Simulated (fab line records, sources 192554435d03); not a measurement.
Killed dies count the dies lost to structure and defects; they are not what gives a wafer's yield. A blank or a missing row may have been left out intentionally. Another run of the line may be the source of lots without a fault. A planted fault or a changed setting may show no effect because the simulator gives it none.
fab line records	flow n5-finfet
record: lots: 7	wafers: 21	last-day: 15
route steps=1938 shown MIM_BOT_LITHO@1854 MIM_BOT_ETCH@1866 PASSIVATION@1936
lots untouched by any fault: they come from a run of this same line in which no faults occurred
start-h: hours from the record's first day to the start of the lot's first wafer shown	wait-h: how many hours have passed since the lot's step before this one	" repeats the value in the row above	L1.1+2: a row that stands for several wafers	- no value, or no start was given	* or withheld: withheld	< > ~ a bound
route shown NAME@n: NAME is a module with steps in the file, n the number in the route of the first one	usual: average and standard deviation across the fault-free wafers	same: alike in all rows	chamber/n: place in a boat	sites: readings site by site	_std_site: standard deviation of those values	_edge_site: inner sites' mean taken away from outer sites' mean	radius-mm: how far each site lies from the wafer's centre	mask NAME#n: copy n	behind: the last tool/chamber to shape the wafer	hold: why the lot was held/for how many hours/how that ended	device: transistor that didn't switch, given as n, p or np	end of line: tests run on the same wafers once the route is complete	step lacking rows: just its recipe	killed: at the first sort, the dies lost to defects and structure; wafer yield is something else	map: shows each die of a wafer: x if killed, . if not, _ if none is there
set.NAME: the setting that was run; set.NAME@STEP: the one run at that earlier step	model.NAME: the simulator's own value behind a step, which no gauge read
lots at selected steps of the route; one table per step, one row per wafer
services: the hour from which a tool's chamber was out of use, counted from the record's first day as start-h (under 0 if before that day), plus the number of hours and why
== steps ==
step: N5_MIM_BOT_LITHO_HMDS_01
recipe: time-s: 60	temp-c: 120
step: N5_MIM_BOT_LITHO_COAT_02
recipe: spin-rpm: *	resist-thk-nm: *
step: N5_MIM_BOT_LITHO_EBR_04
recipe: solvent: PGMEA	ebr-width-mm: 1.5
step: N5_MIM_BOT_LITHO_SOFTBAKE_03
recipe: temp-c: 100	time-s: 90
step: N5_MIM_BOT_LITHO_EXPOSE_05
recipe: mask-id: MIM_BOT	na: 0.55	source-shape: conventional	sigma-outer: 0.8	polarization: unpolarized	dose-mj: 24.25
step: N5_MIM_BOT_LITHO_PEB_06
recipe: peb-temp-c: withheld	peb-time-s: *
step: N5_MIM_BOT_LITHO_DEVELOP_07
recipe: develop-time-s: 60	rinse-liquid: diw	dry: air-spin	dev-temp-c: 21
step: N5_MIM_BOT_LITHO_HARDBAKE_09
recipe: temp-c: 130	time-s: 120
step: N5_MIM_BOT_LITHO_CD_MEAS_08
recipe: target-cd-nm: 3000	landing-energy-ev: 500	detector: se-inlens	polarity: opening
usual: cd-nm: 3000.9/2.4
lot.wafer	tool	chamber	start-h	wait-h	cd-nm
L761.1	cd-sem-02	0	248.52	-	3002.1
L761.2	"	0	"	"	3000.7
L761.6	"	0	"	"	3003.1
L764.3	cd-sem-02	0	259.75	-	2999.4
L764.4	"	0	"	"	2997.4
L764.6	"	0	"	"	3003.0
L765.3	cd-sem-01	0	271.50	-	2999.8
L765.4	"	0	"	"	3000.6
L765.5	"	0	"	"	2998.3
L768.1	cd-sem-02	0	305.14	-	2996.7
L768.3	"	0	"	"	3003.0
L768.5	"	0	"	"	3002.5
L773.3	cd-sem-03	0	317.85	-	2996.2
L773.4	"	0	"	"	3002.6
L773.6	"	0	"	"	3002.7
L775.2	cd-sem-03	0	345.13	-	2998.4
L775.4	"	0	"	"	2999.9
L775.5	"	0	"	"	3004.2
L777.1	cd-sem-01	0	357.23	-	3006.7
L777.3	"	0	"	"	3001.4
L777.4	"	0	"	"	3004.8
step: N5_MIM_BOT_LITHO_OVL_MEAS_11
recipe: points-per-wafer: 44
usual: MIM_BOT_OVL: 3/4.9
same: points-per-wafer: 44
lot.wafer	tool	chamber	start-h	wait-h	MIM_BOT_OVL[nm]
L761.1	overlay-02	0	248.55	0.0	-1
L761.2	"	0	"	"	3
L761.6	"	0	"	"	2
L764.3	overlay-01	0	259.78	0.0	16
L764.4	"	0	"	"	8
L764.6	"	0	"	"	5
L765.3	overlay-02	0	271.52	0.0	8
L765.4	"	0	"	"	6
L765.5	"	0	"	"	6
L768.1	overlay-01	0	305.17	0.0	9
L768.3	"	0	"	"	3
L768.5	"	0	"	"	1
L773.3	overlay-01	0	317.88	0.0	14
L773.4	"	0	"	"	3
L773.6	"	0	"	"	3
L775.2	overlay-02	0	345.16	0.0	-3
L775.4	"	0	"	"	0
L775.5	"	0	"	"	4
L777.1	overlay-01	0	357.26	0.0	10
L777.3	"	0	"	"	4
L777.4	"	0	"	"	3
step: N5_MIM_BOT_LITHO_INSPECT_12
recipe: mode: adi	inspect-instrument: macro
usual: raw-defect-count: 2.0/1.4
lot.wafer	tool	chamber	start-h	wait-h	raw-defect-count
L761.1	defect-inspect-01	-	248.58	0.0	4
L761.2	"	-	"	"	0
L761.6	"	-	"	"	4
L764.3	defect-inspect-01	-	259.81	0.0	1
L764.4	"	-	"	"	2
L764.6	"	-	"	"	2
L765.3	defect-inspect-01	-	271.55	0.0	1
L765.4	"	-	"	"	0
L765.5	"	-	"	"	1
L768.1	defect-inspect-01	-	305.19	0.0	0
L768.3	"	-	"	"	1
L768.5	"	-	"	"	3
L773.3	defect-inspect-01	-	317.90	0.0	2
L773.4	"	-	"	"	0
L773.6	"	-	"	"	3
L775.2	defect-inspect-02	-	345.19	0.0	2
L775.4	"	-	"	"	2
L775.5	"	-	"	"	3
L777.1	defect-inspect-02	-	357.28	0.0	2
L777.3	"	-	"	"	2
L777.4	"	-	"	"	5
step: N5_MIM_BOT_LITHO_DESCUM_10
recipe: chemistry: O2	time-s: 7.9	source-power-w: 50	bias-power-w: 20	pressure-mtorr: 20	rf-frequency-hz: 2.712e+07	temp-c: 40	o2-flow-sccm: 225
usual: drypump-motor-current-A: 5.3/0.58	oes-product-au: 0.83/0.09	rf-vpp-V: 242.8/1.3	showerhead-plenum-p-Torr: 2.06/0.067	throttle-valve-pct: 20.31/0.18
same: time-s: 7.9
lot.wafer	tool	chamber	start-h	wait-h	drypump-motor-current-A	oes-product-au	rf-hours-counter-h	rf-vpp-V	showerhead-plenum-p-Torr	throttle-valve-pct
L761.1	rie-diel-01	2	248.61	0.0	6.3	0.95	8	243.7	2.03	20.12
L761.2	"	0	"	"	4.9	0.89	40	243.0	2.04	20.29
L761.6	"	1	"	"	4.7	0.70	-	244.3	2.15	20.58
L764.3	rie-diel-04	3	259.84	0.0	4.9	0.67	233	245.3	2.14	20.67
L764.4	"	2	"	"	5.3	0.69	225	242.3	2.02	20.51
L764.6	"	0	"	"	5.4	0.93	-	242.6	2.02	20.31
L765.3	rie-diel-01	3	271.58	0.0	4.9	0.93	22	242.0	2.06	20.15
L765.4	"	2	"	"	6.3	0.93	16	243.2	2.03	20.12
L765.5	"	2	"	"	6.3	0.94	-	242.9	2.03	20.10
L768.1	rie-diel-04	1	305.29	0.1	5.4	0.86	50	245.1	2.23	20.35
L768.3	"	0	"	"	5.4	0.89	37	241.7	2.01	20.35
L768.5	"	0	"	"	5.5	0.89	-	242.9	2.01	20.35
L773.3	rie-diel-01	2	318.05	0.1	6.3	0.89	34	240.2	2.03	20.15
L773.4	"	0	"	"	4.9	0.84	-	242.6	2.03	20.32
L773.6	"	3	"	"	4.9	0.89	-	243.4	2.06	20.20
L775.2	rie-diel-01	0	345.22	0.0	4.9	0.84	73	241.8	2.03	20.32
L775.4	"	2	"	"	6.3	0.87	45	240.9	2.02	20.17
L775.5	"	2	"	"	6.3	0.88	-	243.0	2.02	20.17
L777.1	rie-diel-01	1	357.40	0.1	4.7	0.97	8	244.0	2.13	20.20
L777.3	"	3	"	"	4.9	0.86	55	242.6	2.05	20.19
L777.4	"	0	"	"	4.9	0.82	78	241.5	2.03	20.34
step: N5_MIM_BOT_ETCH_ETCH_04
recipe: chemistry: CF4/O2	target: SiNx	target-depth-a: 260	time-s: 13	ion-energy-ev: 100	pressure-mtorr: 40	source-w: 535	bias-w: 49	Ar_flow_sccm: 100	cf4-flow-sccm: 100	O2_flow_sccm: 10
usual: drypump-motor-current-A: 5.3/0.58	oes_f_703_au: 0.82/0.084	oes-product-au: 0.83/0.088	rf-fwd-power-W: 531.7/1.8	rf-vpp-V: 242/8.1	showerhead-plenum-p-Torr: 2.18/0.064	throttle-valve-pct: 15.85/0.23
same: time-s: 13
lot.wafer	tool	chamber	start-h	wait-h	drypump-motor-current-A	oes_f_703_au	oes-product-au	rf-fwd-power-W	rf-hours-counter-h	rf-vpp-V	showerhead-plenum-p-Torr	throttle-valve-pct	model.etch.depth-nm	model.MIM_BOT_ETCH.cd-offset-nm
L761.1	rie-diel-01	2	248.68	0.0	6.3	0.89	0.91	530.4	8	233	2.15	15.68	25.05	0
L761.2	"	0	"	"	4.9	0.83	0.87	531.0	40	253	2.17	15.90	25.73	0
L761.6	"	1	"	"	4.7	0.71	0.71	532.6	-	232	2.26	16.18	26.05	0.2
L764.3	rie-diel-04	3	259.90	0.0	4.8	0.66	0.66	532.7	233	258	2.28	16.42	24.67	0.2
L764.4	"	2	"	"	5.3	0.69	0.69	532.1	225	231	2.10	15.87	26.05	0
L764.6	"	0	"	"	5.4	0.93	0.95	532.0	-	244	2.17	16.01	26.66	0
L765.3	rie-diel-01	3	271.65	0.0	4.8	0.90	0.92	530.0	22	243	2.15	15.49	26.33	0
L765.4	"	2	"	"	6.3	0.88	0.88	532.2	16	234	2.14	15.69	24.51	0
L765.5	"	2	"	"	6.3	0.87	0.88	532.1	-	234	2.14	15.71	24.51	0
L768.1	rie-diel-04	1	305.36	0.0	5.4	0.83	0.84	534.2	50	249	2.31	15.69	25.41	-0.2
L768.3	"	0	"	"	5.4	0.90	0.88	532.3	37	245	2.16	16.04	25.85	0
L768.5	"	0	"	"	5.5	0.89	0.90	529.0	-	246	2.16	16.08	26	0
L773.3	rie-diel-01	2	318.11	0.0	6.3	1.08	0.96	657.1	34	210	2.14	15.76	29.94	-0.2
L773.4	"	0	"	"	4.9	1.02	0.95	660.6	-	227	2.17	15.99	31.19	-0.2
L773.6	"	3	"	"	4.9	1.11	0.99	660.1	-	217	2.14	15.56	31.84	-0.2
L775.2	rie-diel-01	0	345.28	0.0	4.9	1.01	0.93	657.3	73	227	2.16	15.98	31.27	-0.2
L775.4	"	2	"	"	6.3	1.06	0.95	660.3	45	209	2.13	15.79	30.43	-0.2
L775.5	"	2	"	"	6.3	1.06	0.94	658.5	-	211	2.13	15.79	30.11	-0.2
L777.1	rie-diel-01	1	357.46	0.0	4.7	1.24	1.11	662.3	8	210	2.25	15.76	32.19	-0.4
L777.3	"	3	"	"	4.9	1.08	0.97	660.0	55	218	2.14	15.58	31.56	-0.4
L777.4	"	0	"	"	4.9	1.00	0.93	658.8	78	226	2.16	16.01	31.33	-0.2
step: N5_MIM_BOT_ETCH_ETCH_03
recipe: chemistry: Cl2/BCl3	target-depth-a: 120	pressure-mtorr: 8	icp-w: 800	bias-w: 100	Cl2_flow_sccm: 20	bcl3-flow-sccm: 80
usual: drypump-motor-current-A: 5.5/0.42	oes-product-au: 0.77/0.052	rf-fwd-power-W: 796.2/2.7	throttle-valve-pct: 27.50/0.18
lot.wafer	tool	chamber	start-h	wait-h	drypump-motor-current-A	oes-product-au	rf-fwd-power-W	rf-hours-counter-h	throttle-valve-pct
L761.1	rie-metal-01	1	248.77	0.1	5.2	0.88	796.1	8	27.52
L761.2	"	0	"	"	5.9	0.77	799.6	43	27.51
L761.6	"	0	"	"	5.9	0.78	795.5	-	27.52
L764.3	rie-metal-01	0	260.02	0.1	5.9	0.77	798.0	-	27.51
L764.4	"	1	"	"	5.2	0.88	800.8	-	27.54
L764.6	"	0	"	"	5.9	0.76	799.4	-	27.50
L765.3	rie-metal-02	1	271.77	0.1	5.1	0.72	793.5	-	27.19
L765.4	"	0	"	"	6.2	0.74	792.2	-	27.80
L765.5	"	0	"	"	6.2	0.74	792.1	-	27.82
L768.1	rie-metal-01	0	305.45	0.1	5.9	0.76	797.4	50	27.52
L768.3	"	0	"	"	5.9	0.76	797.5	-	27.51
L768.5	"	1	"	"	5.1	0.84	792.6	-	27.53
L773.3	rie-metal-02	0	318.23	0.1	6.2	0.72	791.4	-	27.81
L773.4	"	1	"	"	5.2	0.71	795.3	-	27.19
L773.6	"	1	"	"	5.1	0.71	799.1	-	27.21
L775.2	rie-metal-01	1	345.40	0.1	5.2	0.83	795.5	-	27.55
L775.4	"	1	"	"	5.2	0.84	794.4	-	27.56
L775.5	"	1	"	"	5.2	0.85	796.1	-	27.55
L777.1	rie-metal-02	1	357.55	0.1	5.1	0.70	794.9	64	27.24
L777.3	"	1	"	"	5.1	0.70	797.2	-	27.21
L777.4	"	0	"	"	6.2	0.72	796.7	-	27.84
step: N5_PASSIVATION_PROBE_49
usual: defect-limited-yield: 91.1/1.5	killed_at_M0_to_M3: 35/11	killed_at_M4_up: 13/5.7	killed-at-contacts: 12/5.7	killed-at-front-end: 40/11	killed-at-other: 4/4.4	killed-dies: 105/18	killed-open: 68/14	killed-short: 34/7.4	sort_bin_4_leakage: 0.00/0.011	sort_bin_5_function: 5.2/1	sort_bin_6_memory: 3.3/0.67	sort_bin_8_speed: 0.04/0.29	sort-n-pass: 1074/18	sort-yield-pct: 91.0/1.5
same: gross-dies: 1180	killed-at-back-side: 0
lot.wafer	tool	chamber	start-h	wait-h	defect-limited-yield[%]	killed_at_M0_to_M3	killed_at_M4_up	killed-at-contacts	killed-at-front-end	killed-at-other	killed-dies	killed-open	killed-short	sort_bin_4_leakage[%]	sort_bin_5_function[%]	sort_bin_6_memory[%]	sort_bin_8_speed[%]	sort-n-pass	sort-yield-pct[%]
L761.1	prober-02	-	261.73	0.8	92.1	46	6	10	28	3	93	56	35	0	5.1	2.6	0	1087	92.1
L761.2	prober-02	-	261.78	0.8	91.5	38	9	4	40	9	100	52	45	0	5.3	2.7	0	1080	91.5
L761.6	prober-02	-	261.98	1.0	91.2	44	16	5	29	10	104	61	39	0	5.4	3.0	0	1076	91.2
L764.3	prober-01	-	268.84	0.1	89.7	51	13	9	48	1	122	83	37	0	5.8	4.0	0	1058	89.7
L764.4	prober-01	-	268.89	0.2	88.6	40	24	16	52	3	135	99	35	0	6.0	5.3	0	1045	88.6
L764.6	prober-01	-	268.99	0.3	89.3	56	12	4	48	6	126	86	38	0	6.4	3.7	0	1054	89.3
L765.3	prober-01	-	282.24	0.1	91.4	31	14	15	42	0	102	70	31	0	5.7	2.7	0	1078	91.4
L765.4	prober-01	-	282.29	0.2	90.3	34	15	18	38	9	114	77	29	0	6.1	3.5	0	1066	90.3
L765.5	prober-01	-	282.34	0.2	90.4	25	15	14	56	3	113	71	36	0	5.6	3.6	0	1067	90.4
L768.1	prober-01	-	313.13	0.0	90.0	43	8	21	45	1	118	80	33	0.08	6.4	3.5	0	1061	89.9
L768.3	prober-01	-	313.23	0.1	90.8	34	13	5	55	2	109	69	36	0	5.3	3.7	0.08	1071	90.8
L768.5	prober-01	-	313.33	0.2	91.9	34	19	8	34	1	96	52	38	0	4.7	2.8	0	1084	91.9
L773.3	prober-01	-	327.58	0.1	92.7	35	7	8	34	2	86	61	25	0	4.0	3.1	0	1094	92.7
L773.4	prober-01	-	327.63	0.2	92.6	34	4	6	42	1	87	51	33	0	3.9	3.1	0	1093	92.6
L773.6	prober-01	-	327.73	0.3	92.6	27	21	13	23	3	87	61	23	0	3.8	3.4	0	1093	92.6
L775.2	prober-02	-	356.22	0.1	89.2	66	24	13	22	3	128	84	43	0	6.7	3.5	0	1052	89.2
L775.4	prober-02	-	356.32	0.2	91.2	43	12	14	33	2	104	68	33	0	4.9	3.4	0	1076	91.2
L775.5	prober-02	-	356.37	0.2	92.6	32	11	12	27	5	87	58	29	0	4.5	2.6	0	1093	92.6
L777.1	prober-02	-	367.59	0.0	92.4	34	9	8	37	2	90	59	31	0	4.6	2.9	0	1090	92.4
L777.3	prober-02	-	367.69	0.1	91.8	36	12	16	31	2	97	68	28	0	5.4	2.5	0	1083	91.8
L777.4	prober-02	-	367.74	0.2	90.0	36	24	27	28	3	118	80	37	0	6.0	3.6	2.80	1029	87.2
killed by level:class
L761.1 MOL_CONTACT_COAG:geometric-particle:open=10 BEOL_M0_SAQP:geometric-particle:short=9 FIN_SAQP:geometric-particle:short=8 BEOL_M0_SAQP:geometric-particle:open=7 BEOL_M1:geometric-particle:open=7 BEOL_M3:geometric-particle:open=7 BEOL_M1:geometric-particle:short=6 BEOL_M2:geometric-particle:open=6
L761.2 STI_FIN_REVEAL:geometric-particle:open=15 FIN_SAQP:geometric-particle:short=11 BEOL_M1:geometric-particle:open=9 BEOL_M1:geometric-particle:short=7 BEOL_M0_SAQP:geometric-particle:short=6 BEOL_M3:geometric-particle:open=5 BEOL_M0_SAQP:geometric-particle:open=4 BEOL_M2:geometric-particle:open=4
L761.6 FIN_SAQP:geometric-particle:short=11 BEOL_M0_SAQP:geometric-particle:short=9 BEOL_M0_SAQP:geometric-particle:open=8 BEOL_M1:geometric-particle:open=8 BEOL_M4:geometric-particle:open=7 BEOL_M2:geometric-particle:open=6 STI_FIN_REVEAL:geometric-particle:open=5 BEOL_M1:geometric-particle:short=5
L764.3 STI_FIN_REVEAL:geometric-particle:open=16 BEOL_M1:geometric-particle:open=16 BEOL_M0_SAQP:geometric-particle:short=9 DUMMY_GATE:geometric-particle:open=7 BEOL_M2:geometric-particle:open=7 FIN_SAQP:geometric-particle:short=6 BEOL_M4:geometric-particle:open=6 BEOL_M0_SAQP:geometric-particle:open=6
L764.4 STI_FIN_REVEAL:geometric-particle:open=15 FIN_SAQP:geometric-particle:open=14 MOL_CONTACT_COAG:geometric-particle:open=14 BEOL_M4:geometric-particle:open=13 BEOL_M3:geometric-particle:open=12 BEOL_M0_SAQP:geometric-particle:short=11 BEOL_M0_SAQP:geometric-particle:open=8 STARTING-WAFER:geometric-particle:short=7
L764.6 BEOL_M3:geometric-particle:open=22 STI_FIN_REVEAL:geometric-particle:open=15 BEOL_M0_SAQP:geometric-particle:short=14 FIN_SAQP:geometric-particle:open=10 BEOL_M0_SAQP:geometric-particle:open=9 BEOL_M4:geometric-particle:open=7 DUMMY_GATE:geometric-particle:open=5 GATE_CUT:geometric-particle:short=4
L765.3 STI_FIN_REVEAL:geometric-particle:open=15 MOL_CONTACT_COAG:geometric-particle:open=13 DUMMY_GATE:geometric-particle:open=7 BEOL_M0_SAQP:geometric-particle:open=6 BEOL_M1:geometric-particle:open=6 STARTING-WAFER:geometric-particle:short=6 BEOL_M0_SAQP:geometric-particle:short=5 BEOL_M2:geometric-particle:open=5
L765.4 MOL_CONTACT_COAG:geometric-particle:open=15 BEOL_M0_SAQP:geometric-particle:open=10 MIM_TOP_ETCH:area-etch=8 FIN_SAQP:geometric-particle:open=7 STI_FIN_REVEAL:geometric-particle:open=7 BEOL_M4:geometric-particle:open=7 FIN_SAQP:geometric-particle:short=6 BEOL_M3:geometric-particle:open=6
L765.5 STI_FIN_REVEAL:geometric-particle:open=15 MOL_CONTACT_COAG:geometric-particle:open=10 FIN_SAQP:geometric-particle:open=9 FIN_SAQP:geometric-particle:short=7 STI_FIN_REVEAL:geometric-particle:short=6 DUMMY_GATE:geometric-particle:open=6 BEOL_M3:geometric-particle:open=6 BEOL_M1:geometric-particle:open=5
L768.1 MOL_CONTACT_COAG:geometric-particle:open=17 BEOL_M3:geometric-particle:open=11 FIN_SAQP:geometric-particle:open=10 BEOL_M0_SAQP:geometric-particle:short=10 GATE_CUT:geometric-particle:open=6 STI_FIN_REVEAL:geometric-particle:open=5 BEOL_M0_SAQP:geometric-particle:open=5 BEOL_M1:geometric-particle:open=5
L768.3 FIN_SAQP:geometric-particle:open=15 FIN_SAQP:geometric-particle:short=10 BEOL_M3:geometric-particle:open=9 STI_FIN_REVEAL:geometric-particle:open=7 BEOL_M0_SAQP:geometric-particle:open=6 BEOL_M0_SAQP:geometric-particle:short=6 STI_FIN_REVEAL:geometric-particle:short=5 DUMMY_GATE:geometric-particle:open=5
L768.5 FIN_SAQP:geometric-particle:short=17 BEOL_M3:geometric-particle:open=9 FIN_SAQP:geometric-particle:open=8 BEOL_M0_SAQP:geometric-particle:short=8 MOL_CONTACT_COAG:geometric-particle:open=7 BEOL_M2:geometric-particle:open=6 BEOL_M4:geometric-particle:open=6 GATE_CUT:geometric-particle:short=4
L773.3 FIN_SAQP:geometric-particle:open=9 BEOL_M0_SAQP:geometric-particle:open=9 BEOL_M0_SAQP:geometric-particle:short=7 STI_FIN_REVEAL:geometric-particle:open=6 MOL_CONTACT_COAG:geometric-particle:open=6 BEOL_M2:geometric-particle:open=6 BEOL_M1:geometric-particle:open=5 FIN_SAQP:geometric-particle:short=4
L773.4 FIN_SAQP:geometric-particle:open=12 BEOL_M1:geometric-particle:open=11 BEOL_M0_SAQP:geometric-particle:short=8 BEOL_M0_SAQP:geometric-particle:open=6 GATE_CUT:geometric-particle:short=5 FIN_SAQP:geometric-particle:short=4 MOL_CONTACT_COAG:geometric-particle:open=4 STI_FIN_REVEAL:geometric-particle:open=3
L773.6 BEOL_M0_SAQP:geometric-particle:open=12 BEOL_M4:geometric-particle:open=12 MOL_CONTACT_COAG:geometric-particle:open=9 FIN_SAQP:geometric-particle:open=6 BEOL_M0_SAQP:geometric-particle:short=5 MOL_CONTACT_COAG:geometric-particle:short=4 BEOL_M1:geometric-particle:open=4 STARTING-WAFER:geometric-particle:short=3
L775.2 BEOL_M0_SAQP:geometric-particle:short=13 BEOL_M0_SAQP:geometric-particle:open=11 BEOL_M1:geometric-particle:open=11 MOL_CONTACT_COAG:geometric-particle:open=10 BEOL_M3:geometric-particle:open=9 BEOL_M4:geometric-particle:open=8 STI_FIN_REVEAL:geometric-particle:open=7 BEOL_M3:geometric-particle:short=7
L775.4 BEOL_M0_SAQP:geometric-particle:short=12 FIN_SAQP:geometric-particle:open=11 MOL_CONTACT_COAG:geometric-particle:open=9 BEOL_M0_SAQP:geometric-particle:open=9 BEOL_M3:geometric-particle:open=7 BEOL_M1:geometric-particle:open=6 STI_FIN_REVEAL:geometric-particle:open=5 MOL_CONTACT_COAG:geometric-particle:short=4
L775.5 BEOL_M0_SAQP:geometric-particle:short=11 FIN_SAQP:geometric-particle:open=7 GATE_CUT:geometric-particle:open=6 MOL_CONTACT_COAG:geometric-particle:open=6 MOL_CONTACT_COAG:geometric-particle:short=6 BEOL_M0_SAQP:geometric-particle:open=5 BEOL_M2:geometric-particle:open=5 GATE_CUT:geometric-particle:short=4
L777.1 FIN_SAQP:geometric-particle:open=8 STI_FIN_REVEAL:geometric-particle:open=8 MOL_CONTACT_COAG:geometric-particle:open=7 BEOL_M1:geometric-particle:open=7 BEOL_M1:geometric-particle:short=7 BEOL_M4:geometric-particle:open=6 BEOL_M0_SAQP:geometric-particle:short=6 BEOL_M0_SAQP:geometric-particle:open=6
L777.3 BEOL_M1:geometric-particle:open=18 MOL_CONTACT_COAG:geometric-particle:open=12 DUMMY_GATE:geometric-particle:open=9 FIN_SAQP:geometric-particle:short=6 BEOL_M4:geometric-particle:open=6 FIN_SAQP:geometric-particle:open=4 STI_FIN_REVEAL:geometric-particle:open=4 DUMMY_GATE:geometric-particle:short=4
L777.4 MOL_CONTACT_COAG:geometric-particle:open=21 BEOL_M4:geometric-particle:open=15 BEOL_M0_SAQP:geometric-particle:short=7 MOL_CONTACT_COAG:geometric-particle:short=6 BEOL_M0_SAQP:geometric-particle:open=6 BEOL_M2:geometric-particle:open=6 FIN_SAQP:geometric-particle:open=5 BEOL_M1:geometric-particle:open=5
== services ==
tool	chamber	start-h	hours	kind
rie-diel-04	-	235.24	2.8	pm
rie-diel-04	-	240.99	2.6	repair
rie-metal-01	-	242.11	2.8	pm
rie-metal-02	-	268.80	1.4	pm
rie-diel-01	0	269.87	1.4	repair
rie-diel-04	3	299.41	-	clean
rie-diel-04	3	299.41	-	consumable-replace:focus-ring
rie-diel-04	3	299.41	19.9	scheduled-down
rie-diel-04	3	299.41	19.9	vent-cycle
rie-diel-01	1	317.11	-	clean
rie-diel-01	1	317.11	-	consumable-replace:focus-ring
rie-diel-01	1	317.11	17.8	scheduled-down
rie-diel-01	1	317.11	17.8	vent-cycle
rie-diel-04	2	320.59	4.6	repair
rie-diel-04	2	325.46	-	clean
rie-diel-04	2	325.46	-	consumable-replace:focus-ring
rie-diel-04	2	325.46	-	consumable-replace:showerhead
rie-diel-04	2	325.46	17.0	scheduled-down
rie-diel-04	2	325.46	17.0	vent-cycle
rie-metal-01	0	341.88	13.9	repair
rie-diel-01	1	350.04	2.2	repair
== key ==
first-sign: step: N5_MIM_BOT_ETCH_ETCH_04	reading: rf-fwd-power-W	direction: up	sigmas: 70	usual: *	struck: *
effect: step: N5_MIM_BOT_ETCH_ETCH_04	reading: oes_f_703_au	direction: up	sigmas: 3.1	usual: 0.82	struck: 1.07
model-effect: step: N5_MIM_BOT_ETCH_ETCH_04	value: etch.depth-nm	without: 25.78	struck: 31.09
met-at N5_MIM_BOT_ETCH_ETCH_04
struck-wafers L773.3,L773.4,L773.6,L775.2,L775.4,L775.5,L777.1,L777.3,L777.4
onset-between 271.65 318.11
fault: kind: process-parameter-drift	tool: rie-diel-01	chamber: -	onset-h: 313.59	steps: N5_MIM_BOT_ETCH_ETCH_04	channel: source-w	offset: 128.4	shape: step	end-h: 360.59	acts-in: these-recipes-only	stated: 535
